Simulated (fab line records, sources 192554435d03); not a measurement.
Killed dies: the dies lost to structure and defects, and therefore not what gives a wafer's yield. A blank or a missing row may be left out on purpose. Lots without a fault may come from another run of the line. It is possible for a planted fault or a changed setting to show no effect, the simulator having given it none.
Comparing a struck lot with a sound one || flow n5 finfet || 16 out of 1938 route steps
Sound: these wafers, L267.1, L267.2, L267.6. Struck: wafer L273.1 (left out: L273.3, a lot-mate that was not struck); the cause follows at the end.
At each step with rows: each side's tool, then ch and its chambers, then its first start. Under that, the readings that differ: sound wafers || struck wafers || difference of the means || sigmas: that difference in standard deviations of wafers without a fault.
alike: readings with means less than 2 such deviations apart, plus words and numbers identical on both sides. not compared: withheld readings, readings lacking a value on some wafer, bounds such as >300 that could conceal the same value, and numbers that have no deviation in the record and whose values overlap.
Wherever a step has rows on one side only, a row that says differs or no value, or a row with sigmas, the two part there. Numbers that have no deviation but don't overlap get no sigmas and don't part them. A reading missing from all wafers of one side parts the sides only when that side holds two or more wafers.

first, 3 steps without rows for these wafers: N5_HKMG_FIN_STRIP_33 (strips in N2/H2); N5_HKMG_FIN_STRIP_34 (strips in CF4); N5_HKMG_FIN_ETCH_35 (etches SOC in N2/H2, target depth 215.8 nm, time 243.4 s).
N5_HKMG_FIN_STRIP_92: strips SOC in N2/H2, time 20 s.
  sound on rie diel-05 ch 0,2,3, day 5 04:37; struck on rie diel-01 ch 2, day 6 16:22
  alike: drypump motor current A, oes product au, rf vpp V, showerhead plenum p Torr, throttle valve pct
  not compared: rf hours counter h
then, 1 step without rows for these wafers: N5_HKMG_FIN_WET_ETCH_18 (etches TiN in SC1, time 55 s, target depth 5.2 nm, rinse time 30 s).
N5_HKMG_FIN_STRIP_19: strips in N2/H2, time 360 s.
  sound on plasma asher-01 ch 0,1, day 5 04:47; struck on plasma asher-01 ch 1, day 6 16:31
  alike: drypump motor current A, heater power w
  not compared: rf hours counter h
N5_HKMG_FIN_ALD_91: deposits TiN, target thk 1 nm, pulse time 1 s, purge time 3 s.
  sound on ald metal-01 ch 0,1,2, day 5 05:10; struck on ald metal-01 ch 2, day 6 16:54
  alike: heater power w, precursor pulse height rel
  not compared: co reactant pulse time s, since wet clean h
then, 2 steps without rows for these wafers: N5_HKMG_FIN_COAT_85 (time 60 s, resist thk 300 nm); N5_HKMG_FIN_ETCH_86 (etches SOC in N2/H2, stops on TiN, target depth 393.2 nm).
N5_HKMG_FIN_STRIP_89: strips SOC in N2/H2, time 20 s.
  sound on rie diel-05 ch 1,2, day 5 06:04; struck on rie diel-01 ch 0, day 6 17:18
{"reading": "drypump motor current A (A)", "sound": "5.1 5.2 5.2", "struck": 6.3, "difference": "+1.1", "sigmas": "+3"}
  alike: oes product au, rf vpp V, showerhead plenum p Torr, throttle valve pct
  not compared: rf hours counter h
then, 2 steps without rows for these wafers: N5_HKMG_FIN_WET_ETCH_87 (etches TiN in SC1, time 154.2 s, target depth 4.7 nm, rinse time 30 s); N5_HKMG_FIN_STRIP_88 (strips in N2/H2, time 360 s).
N5_HKMG_FIN_NWFM_ALD_20: deposits TiAlC, target thk 2 nm, pulse time 3 s, purge time 2 s.
  sound on ald metal-04 ch 2,3, day 5 06:38; struck on ald metal-04 ch 0, day 6 17:52
{"reading": "co reactant pulse time s (s)", "sound": "10 10 10", "struck": 9.4703, "difference": -0.5297, "sigmas": ""}
  alike: heater power w, precursor pulse height rel
  not compared: since wet clean h
N5_HKMG_FIN_ALD_71: deposits TiN, target thk 1 nm, pulse time 1 s, purge time 3 s.
  sound on ald metal-04 ch 2,3, day 5 06:44; struck on ald metal-04 ch 0, day 6 17:58
  alike: heater power w, precursor pulse height rel
  not compared: co reactant pulse time s, since wet clean h
-- record jumps: 4 days separate the struck wafers' starts on either side; left off in module HKMG_FIN, taken up again in module BEOL_M4, whose first shown step is the route's number 1111 --
N5_BEOL_M4_RC_MEAS_101:
  sound on prober-02 ch 0, day 9 06:52; struck on prober-01 ch 0, day 10 20:08
  alike: DIBL_N, DIBL_P, IOFF_N, IOFF_P, ION_N, ION_P, SS_N, SS_P, VT_N, VT_P
-- a jump in the record: the struck wafers' starts before and after are 4 days apart (it breaks off in module BEOL_M4 and resumes in module PASSIVATION, where the first step shown is number 1936 of the route) --
N5_PASSIVATION_PROBE_49:
  sound on prober-01 at day 13 21:06; struck on prober-01 at day 15 04:33
{"reading": "killed open", "sound": "47 64 67", "struck": 89, "difference": "+30", "sigmas": "+2"}
{"reading": "sort_bin_5_function (%)", "sound": "4.5 4.9 5.7", "struck": 6.9, "difference": "+1.9", "sigmas": "+2"}
  alike: defect limited yield, killed_at_M0_to_M3, killed_at_M4_up, killed at contacts, killed at front end, killed at other, killed dies, killed short, sort_bin_6_memory, sort n pass, sort yield pct

WHERE THEY PART
First at N5_HKMG_FIN_STRIP_89; last, within this record, at N5_PASSIVATION_PROBE_49.

WHY: what the simulator had put in
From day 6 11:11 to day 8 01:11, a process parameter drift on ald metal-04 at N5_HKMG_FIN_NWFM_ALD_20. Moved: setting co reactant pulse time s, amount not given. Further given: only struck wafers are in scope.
